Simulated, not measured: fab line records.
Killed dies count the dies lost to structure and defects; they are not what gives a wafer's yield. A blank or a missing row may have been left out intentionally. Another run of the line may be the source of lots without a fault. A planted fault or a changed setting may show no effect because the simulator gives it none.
Lot-split experiment ; flow n5-finfet ; 21 wafers read across 7 lots, on a route 1938 steps long

== THE SPLIT ==
At N5_BEOL_M9_ETCH_62 (etches SOC in N2/H2, target depth 110 nm, overetch 22 nm, time 165 s), the setting source-w was moved away from the recipe's 840 W on 5 of the 21 wafers read, by -17.8% to +9.7%. All remaining wafers had this setting at the recipe value.

The split's own step is where the reading is taken.

== THE READING ==
rf-vpp-V, in V, at N5_BEOL_M9_ETCH_62 (etches SOC in N2/H2, target depth 110 nm, overetch 22 nm, time 165 s). A value of 523.6 V with a standard deviation of 2.8 V is what fault-free wafers of this fab line usually give.

wafer;tool, chamber at the split;source-w as run, W;against the recipe;rf-vpp-V, V;against lot-mates on the recipe
L075.2;rie-diel-01, 2;840;recipe;521.1;-
L075.3;rie-diel-01, 1;840;recipe;524.6;-
L075.5;rie-diel-01, 1;840;recipe;524.1;-
L083.1;rie-diel-03, 1;840;recipe;528.2;-
L083.2;rie-diel-03, 2;840;recipe;529.1;-
L083.5;rie-diel-03, 2;840;recipe;527.9;-
L087.2;rie-diel-01, 2;840;recipe;521.3;-
L087.5;rie-diel-01, 2;840;recipe;519.4;-
L087.6;rie-diel-01, 3;840;recipe;523.9;-
L089.2;rie-diel-03, 3;921.9;+9.7%;503.3;-20.3
L089.5;rie-diel-03, 0;840;recipe;527.0;-
L089.6;rie-diel-03, 3;840;recipe;520.2;-
L094.1;rie-diel-01, 1;780.7;-7.1%;534.8;+11.6
L094.3;rie-diel-01, 0;840;recipe;522.7;-
L094.4;rie-diel-01, 3;840;recipe;523.6;-
L093.1;rie-diel-01, 2;691.3;-17.7%;554.5;+31.2
L093.2;rie-diel-01, 3;691.3;-17.7%;557.5;+34.2
L093.5;rie-diel-01, 3;840;recipe;523.3;-
L095.4;rie-diel-03, 1;840;recipe;524.7;-
L095.5;rie-diel-03, 3;690.3;-17.8%;554.3;+28.3
L095.6;rie-diel-03, 0;840;recipe;527.2;-

THE FIT
A straight line over all 21 wafers: rf-vpp-V changes by -1.8 V for each +1% of source-w; r = -0.98; the points scatter about the line by 2.8 V.
The same after taking each lot's own level away (the mean of its wafers on the recipe; 21 wafers): -1.8 V for each +1%; r = -0.99; scatter 1.9 V.
The reading moves by 32 V for the largest change in source-w, on that fit.
Measured against the standard deviation above, the lots' own levels, which go from 521.53 to 528.40 V, span 2.5 times it.
Consequently the slope shifts little with the lot-to-lot level, the two slopes agreeing.
Check: +33.2 V against its lot-mates is what the line predicts for one of the wafers moved furthest among these (-17.8%) when that wafer is left out of the fit. Against them it came out at +28.3 V.
Tool readings at the split's step, against how far the setting was moved: rf-vpp-V r = -0.98.

== OTHER SPLITS APPLIED TO THESE WAFERS ==
These wafers also went through other splits before the reading. Each is held against what the fit with the lots' levels taken away leaves over:
other split on the same wafers;wafers away from the commonest value;r with rf-vpp-V (lot level and that fit taken away)
N5_BEOL_M9_HM_DEP_02 target-thk-a;8;-0.21

== THE FILE'S OWN FIT ==
rf-vpp-V changes by -1.76 V for each +1% of source-w, r = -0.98.
